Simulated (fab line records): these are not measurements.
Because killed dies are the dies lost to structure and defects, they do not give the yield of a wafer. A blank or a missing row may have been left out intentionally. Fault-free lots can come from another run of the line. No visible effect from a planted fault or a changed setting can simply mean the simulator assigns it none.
Lot-split experiment | flow n5_finfet | 39 wafers read across 7 lots, on a route 1938 steps long

== THE SPLIT ITSELF ==
At N5_BEOL_M2_DESCUM_33 (chemistry O2, time 7 s), the setting time_s was moved away from the recipe's 7 s on 15 of the 39 wafers read, by -49.6% to +46.3%. The other wafers ran this setting at the recipe's value.

The reading is taken at the split's own step.

== THE READING ==
CAR-EUV_of_BEOL_M2_COAT_22.thk_nm (the simulator's own value, which no gauge read), in nm, at N5_BEOL_M2_DESCUM_33 (chemistry O2, time 7 s). No usual value for it is given in the file. Across the 24 wafers here that went through the recipe, the average is 26.1 nm and the standard deviation 0.14 nm.

wafer  | tool, chamber at the split | time_s as run, s | against the recipe | CAR-EUV_of_BEOL_M2_COAT_22.thk_nm, nm | against lot-mates on the recipe
L074.2 | rie_diel-01, 2,1           | 7                | recipe             | 26.2                                  | -
L074.3 | rie_diel-01, 2,1           | 7                | recipe             | 26.2                                  | -
L074.6 | rie_diel-01, 2             | 7                | recipe             | 26                                    | -
L075.1 | rie_diel-04, 1             | 7                | recipe             | 26.2                                  | -
L075.2 | rie_diel-04, 0,3           | 10.24            | +46.3%             | 24.4                                  | -1.7
L075.5 | rie_diel-04, 0,3           | 10.24            | +46.3%             | 24.4                                  | -1.7
L075.3 | rie_diel-04, 3,2           | 7                | recipe             | 26                                    | -
L075.4 | rie_diel-04, 3,2           | 7                | recipe             | 26                                    | -
L075.6 | rie_diel-04, 0             | 10.24            | +46.3%             | 24.2                                  | -1.9
L082.1 | rie_diel-01, 0,3           | 7                | recipe             | 26.2                                  | -
L082.2 | rie_diel-01, 0,3           | 7                | recipe             | 26.2                                  | -
L082.3 | rie_diel-01, 2             | 4.205            | -39.9%             | 27.4                                  | +1.3
L082.4 | rie_diel-01, 1             | 4.205            | -39.9%             | 27.6                                  | +1.5
L082.5 | rie_diel-01, 1             | 4.205            | -39.9%             | 27.6                                  | +1.5
L082.6 | rie_diel-01, 2             | 7                | recipe             | 26                                    | -
L084.1 | rie_diel-04, 1,3,3,1       | 7                | recipe             | 26.2                                  | -
L084.3 | rie_diel-04, 1,3,3,1       | 7                | recipe             | 26.2                                  | -
L084.5 | rie_diel-04, 1,3,3,1       | 7                | recipe             | 26.2                                  | -
L084.6 | rie_diel-04, 1,3,3,1       | 7                | recipe             | 26.2                                  | -
L084.2 | rie_diel-04, 2             | 7                | recipe             | 26                                    | -
L084.4 | rie_diel-04, 2             | 7                | recipe             | 26                                    | -
L087.1 | rie_diel-01, 3,2           | 7                | recipe             | 26.2                                  | -
L087.5 | rie_diel-01, 3,2           | 7                | recipe             | 26.2                                  | -
L087.2 | rie_diel-01, 0             | 7                | recipe             | 26                                    | -
L087.3 | rie_diel-01, 1,2           | 3.529            | -49.6%             | 28                                    | +1.9
L087.4 | rie_diel-01, 1,2           | 3.529            | -49.6%             | 28                                    | +1.9
L087.6 | rie_diel-01, 1             | 3.529            | -49.6%             | 27.8                                  | +1.7
L090.1 | rie_diel-04, 2             | 3.792            | -45.8%             | 27.6                                  | +1.5
L090.2 | rie_diel-04, 3,0           | 3.792            | -45.8%             | 27.8                                  | +1.7
L090.4 | rie_diel-04, 3,0           | 3.792            | -45.8%             | 27.8                                  | +1.7
L090.3 | rie_diel-04, 0,2           | 7                | recipe             | 26                                    | -
L090.6 | rie_diel-04, 0,2           | 7                | recipe             | 26                                    | -
L090.5 | rie_diel-04, 3             | 7                | recipe             | 26.2                                  | -
L093.1 | rie_diel-04, 3,0,3         | 9.238            | +32.0%             | 24.8                                  | -1.0
L093.2 | rie_diel-04, 3,0,3         | 9.238            | +32.0%             | 24.8                                  | -1.0
L093.5 | rie_diel-04, 3,0,3         | 9.238            | +32.0%             | 24.8                                  | -1.0
L093.3 | rie_diel-04, 2,0,2         | 7                | recipe             | 25.8                                  | -
L093.4 | rie_diel-04, 2,0,2         | 7                | recipe             | 25.8                                  | -
L093.6 | rie_diel-04, 2,0,2         | 7                | recipe             | 25.8                                  | -
If several chambers appear in one row, that row covers several wafers at once and the file leaves open which wafer was in which chamber.

FIT RESULTS
A straight line over all 39 wafers: CAR-EUV_of_BEOL_M2_COAT_22.thk_nm changes by -0.0374 nm for each +1% of time_s; r = -0.99; the points scatter about the line by 0.13 nm.
The same after taking each lot's own level away (the mean of its wafers on the recipe; 39 wafers): -0.0358 nm for each +1%; r = -0.99; scatter 0.1 nm.
On that fit, the largest move of time_s shifts the reading by 1.8 nm.
From 25.80 to 26.13 nm: that is the span of the lots' own levels, equal to 2.4 times the standard deviation above.
The two slopes agree, so the slope changes little with the lot-to-lot level.
Check: for one of the wafers moved furthest among these (-49.6%), held out of the fit, the line's prediction against its lot-mates is +1.77 nm. It came out at +1.87 nm against them.

== OTHER SPLITS APPLIED TO THESE WAFERS ==
These wafers also went through other splits before the reading. Each is held against what the fit with the lots' levels taken away leaves over:
other split on the same wafers       | wafers away from the commonest value | r with CAR-EUV_of_BEOL_M2_COAT_22.thk_nm (lot level and that fit taken away)
N5_SD_EPI_N_ETCH_35 time_s           | 12                                   | -0.05
N5_HKMG_FIN_CVD_62 target_thk_a      | 15                                   | -0.08
N5_MOL_CONTACT_COAG_DESCUM_45 time_s | 18                                   | +0.33

== FILE'S OWN FIT ==
CAR-EUV_of_BEOL_M2_COAT_22.thk_nm changes by -0.0358 nm for each +1% of time_s, r = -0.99.
